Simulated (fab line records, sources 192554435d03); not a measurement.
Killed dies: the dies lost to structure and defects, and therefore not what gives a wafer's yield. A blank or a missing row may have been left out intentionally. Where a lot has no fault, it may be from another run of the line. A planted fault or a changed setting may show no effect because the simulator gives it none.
Split-lot study    flow n5 finfet    21 wafers read from 7 lots, route of 1938 steps

## THE SPLIT ITSELF
At N5_PASSIVATION_ETCH_54 (etches SiO2 in CHF3/O2, target depth 880 nm, time 440 s), the setting bias w was moved away from the recipe's 170 W on 8 of the 21 wafers read, by -13.9% to +7.1%. For the rest of the wafers, this setting stayed at what the recipe calls for.

The reading is taken at the split's own step.

## THE READING
rf vpp V, in V, at N5_PASSIVATION_ETCH_54 (etches SiO2 in CHF3/O2, target depth 880 nm, time 440 s). Fault-free wafers of this fab line usually give 525 V, standard deviation 6.4 V.

wafer   tool, chamber at the split  bias w as run, W  against the recipe  rf vpp V, V  against lot-mates on the recipe
L075.1  rie diel-06, 0              160.8             -5.4%               490          -38
L075.2  rie diel-06, 1              170               recipe              534          -
L075.3  rie diel-06, 3              170               recipe              521          -
L076.1  rie diel-01, 0              170               recipe              532          -
L076.4  rie diel-01, 0              170               recipe              533          -
L076.5  rie diel-01, 3              170               recipe              526          -
L085.1  rie diel-04, 2              146.3             -13.9%              469          no lot-mate on the recipe
L085.3  rie diel-04, 0              146.3             -13.9%              462          no lot-mate on the recipe
L085.6  rie diel-04, 0              146.3             -13.9%              462          no lot-mate on the recipe
L087.1  rie diel-06, 3              170               recipe              521          -
L087.2  rie diel-06, 1              170               recipe              533          -
L087.3  rie diel-06, 2              170               recipe              530          -
L089.4  rie diel-01, 0              170               recipe              531          -
L089.5  rie diel-01, 3              151.3             -11.0%              480          -51
L089.6  rie diel-01, 1              151.3             -11.0%              476          -55
L090.1  rie diel-01, 1              170               recipe              523          -
L090.2  rie diel-01, 0              170               recipe              531          -
L090.5  rie diel-01, 0              170               recipe              531          -
L091.3  rie diel-04, 2              170               recipe              529          -
L091.4  rie diel-04, 2              182.1             +7.1%               559          +30
L091.5  rie diel-04, 1              182.1             +7.1%               542          +13

THE FIT
A straight line over all 21 wafers: rf vpp V changes by +4.4 V for each +1% of bias w; r = +0.98; the points scatter about the line by 6.4 V.
The same after taking each lot's own level away (the mean of its wafers on the recipe; 18 wafers): +4.41 V for each +1%; r = +0.95; scatter 6.7 V.
The reading moves by 62 V for the largest change in bias w, on that fit.
Measured against the standard deviation above, the lots' own levels, which go from 527.5 to 531.0 V, span 0.5 times it.
So the lot-to-lot level changes the slope little: the two slopes agree.
Check: for one of the wafers moved furthest among these (-11.0%), held out of the fit, the line's prediction against its lot-mates is -50.8 V. It came out at -51 V against them.
Tool readings at the split's step, against how far the setting was moved: rf vpp V r = +0.98.

## OTHER SPLITS APPLIED TO THESE WAFERS
Before the reading, these wafers also passed through other splits. Each is held against what the fit with the lots' levels taken away leaves over:
other split on the same wafers      wafers away from the commonest value  r with rf vpp V (lot level and that fit taken away)
N5_BEOL_M14_ILD_DEP_00 temp c       10                                    -0.40
N5_BEOL_M14_PEB_08 peb time s       4                                     +0.30
N5_MIM_TOP_SPUTTER_03 power w       5                                     +0.04
N5_MIM_TOP_LITHO_EXPOSE_05 dose mj  6                                     -0.31
N5_PASSIVATION_PECVD_01 time s      9                                     -0.40

## FILE'S OWN FIT
rf vpp V changes by +4.67 V for each +1% of bias w, r = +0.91.
